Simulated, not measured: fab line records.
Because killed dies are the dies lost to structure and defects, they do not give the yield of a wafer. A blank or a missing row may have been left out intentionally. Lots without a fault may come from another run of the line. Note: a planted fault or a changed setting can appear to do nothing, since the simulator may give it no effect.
Chamber matching / flow n5 finfet / rie diel-04 running N5_SD_EPI_P_DESCUM_14: 4 sister chambers
The step chemistry O2, time 7.9 s. 7 wafers are shown with their chamber, then 9 later ones without.

## WAFERS, EACH WITH ITS CHAMBER
wafer=L079.5; chamber=3; drypump motor current A (A)=5.7; throttle valve pct (%)=20.64
wafer=L084.2; chamber=3; drypump motor current A (A)=5.7; throttle valve pct (%)=20.66
wafer=L084.3; chamber=0; drypump motor current A (A)=5.1; throttle valve pct (%)=20.32
wafer=L084.6; chamber=1; drypump motor current A (A)=5.9; throttle valve pct (%)=20.44
wafer=L089.1; chamber=1; drypump motor current A (A)=5.8; throttle valve pct (%)=20.45
wafer=L089.2; chamber=2; drypump motor current A (A)=5.6; throttle valve pct (%)=20.01
wafer=L089.6; chamber=2; drypump motor current A (A)=5.6; throttle valve pct (%)=20.00

## WAFERS WITHOUT THEIR CHAMBER
wafer=L091.2; drypump motor current A (A)=5.6; throttle valve pct (%)=20.03
wafer=L091.3; drypump motor current A (A)=5.0; throttle valve pct (%)=20.31
wafer=L091.6; drypump motor current A (A)=5.7; throttle valve pct (%)=20.65
wafer=L092.1; drypump motor current A (A)=5.7; throttle valve pct (%)=20.69
wafer=L092.2; drypump motor current A (A)=5.6; throttle valve pct (%)=20.02
wafer=L092.5; drypump motor current A (A)=5.1; throttle valve pct (%)=20.33
wafer=L093.1; drypump motor current A (A)=5.1; throttle valve pct (%)=20.32
wafer=L093.2; drypump motor current A (A)=5.6; throttle valve pct (%)=20.02
wafer=L093.5; drypump motor current A (A)=5.5; throttle valve pct (%)=20.02

## EACH ONE'S CHAMBER
wafer=L091.2; from the rows above=2; in truth=2
wafer=L091.3; from the rows above=0; in truth=0
wafer=L091.6; from the rows above=3; in truth=3
wafer=L092.1; from the rows above=3; in truth=3
wafer=L092.2; from the rows above=2; in truth=2
wafer=L092.5; from the rows above=0; in truth=0
wafer=L093.1; from the rows above=0; in truth=0
wafer=L093.2; from the rows above=2; in truth=2
wafer=L093.5; from the rows above=2; in truth=2
Correct placement for 9 of the 9. From these rows, 0 cannot be placed. Number placed wrongly: 0.
How it was worked out, from the rows above alone: a wafer's distance from a chamber is the root of the sum, over the readings, of the square of ((its reading less the chamber's mean) divided by the reading's scatter). If the next closest chamber is less than 2 further off than the closest, the wafer can't be placed; otherwise it belongs to the closest. Each chamber's mean is taken over the wafers shown for it. How the scatter is found: for the shown wafers, subtract from each reading the mean of its chamber, square and add these, divide the total by (wafers less chambers), then take the root.
